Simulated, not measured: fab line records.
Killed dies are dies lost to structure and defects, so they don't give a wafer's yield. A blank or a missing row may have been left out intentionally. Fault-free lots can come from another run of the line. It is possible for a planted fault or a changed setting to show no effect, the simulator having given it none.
Struck lot and sound lot, side by side    flow nandHarc    14 steps out of a route of 1302
Sound: these wafers, L517.1, L517.4, L517.6. Struck: wafers L513.3, L513.4, L513.5. The cause is named last.
Per side, at each step with rows, come the tool, then ch with its chambers, and then its first start. Under that, the readings that differ: sound wafers    struck wafers    difference of the means    sigmas: that difference in standard deviations of wafers without a fault.
alike: a reading whose means differ by less than 2 such deviations, as well as words and numbers matching on both sides. not compared: withheld readings; readings where some wafer has no value; bounds like >300 that might hide an equal value; numbers whose values overlap and for which the record gives no deviation.
The two part at a step that has a row with sigmas, a row that says differs or no value, or rows on one side only. Numbers that have no deviation but don't overlap get no sigmas and don't part them. Lack of a reading on every wafer of one side parts them only where that side has two or more wafers.

first, 1 step without rows for these wafers: NHARC_P_M0_DEGAS_28 (time 60 s).
NHARC_P_M0_PRE_CLEAN_29: time 30 s.
  sound on pvdSputter-01; struck on pvdSputter-02
  alike: heaterPowerW
NHARC_P_M0_PVD_20: deposits TaN, target thk 5 nm, time 8.06 s.
  sound on pvdSputter-01; struck on pvdSputter-02
  alike: substrateTempC, throttleValvePct
then, 2 steps without rows for these wafers: NHARC_P_M0_PVD_21 (deposits Cu, target thk 30 nm, time 20.49 s); NHARC_P_M0_ECD_22 (material Cu, target thk 400 nm).
NHARC_P_M0_ANNEAL_30: time 90 s.
  sound on rtpAnneal-01 ch 0, day 12 05:49; struck on rtpAnneal-01 ch 0, day 10 01:20
  alike: wafer_temp_C_max
NHARC_P_M0_CMP_23: polishes, t overpolish 20 s, target thk 117.54 nm.
  sound on cmp-01 ch 0,1, day 12 06:10; struck on cmp-02 ch 0,2, day 10 01:34
  alike: motorCurrentA, timeToEndpointS
NHARC_P_M0_THK_MEAS_24: measures by xrf.
  sound on filmMetro-01 at day 12 06:29; struck on filmMetro-01 at day 10 01:53
reading     sound              struck             difference  sigmas
thkNm (nm)  115.7 115.4 115.7  120.3 117.4 118.5  +3.1        +2
next, for these wafers, 1 step has no rows: NHARC_P_M0_SRD_25.
NHARC_P_M0_INSPECT_27:
  sound on defectInspect-02 at day 12 06:38; struck on defectInspect-01 at day 10 02:02
  alike: rawDefectCount
NHARC_P_M0_PRE_CLEAN_31: time 12 s.
  sound on pecvd-01 ch 0,1,2, day 12 06:42; struck on pecvd-04 ch 0,1,2, day 10 02:07
  alike: heaterPowerW
NHARC_P_M0_DEP_32: deposits SiCN, target thk 30 nm.
  sound on pecvd-01 ch 0,1,2, day 12 06:47; struck on pecvd-04 ch 0,1,2, day 10 02:13
reading          sound              struck             difference  sigmas
rfFwdPowerW (W)  449.0 449.0 450.1  520.8 520.3 521.6  +71.5       +55
  alike: heaterPowerW
then, 1 step without rows for these wafers: NHARC_P_M1_DEP_00 (deposits SiOC, target thk 182.5 nm).
-- record jumps: 18 days between struck wafers' starts before vs after; left off in module P_M1, resumes in module END, first step shown is number 1302 of the route --
NHARC_END_SORT_01:
  sound on prober-02 ch 0, day 30 08:40; struck on prober-02 ch 0, day 27 23:00
reading            sound  struck  difference  sigmas
killedAtOther      3 4 1  0 0 0   -3          -3
killedAtPeriphery  2 2 1  8 3 10  +5          +2
  alike: defectLimitedYield, killedAtArray, killedDies, killedOpen, killedShort

## WHERE THEY PART
Earliest at NHARC_P_M0_THK_MEAS_24; latest, in this record, at NHARC_END_SORT_01.

WHY: the cause the simulator had injected
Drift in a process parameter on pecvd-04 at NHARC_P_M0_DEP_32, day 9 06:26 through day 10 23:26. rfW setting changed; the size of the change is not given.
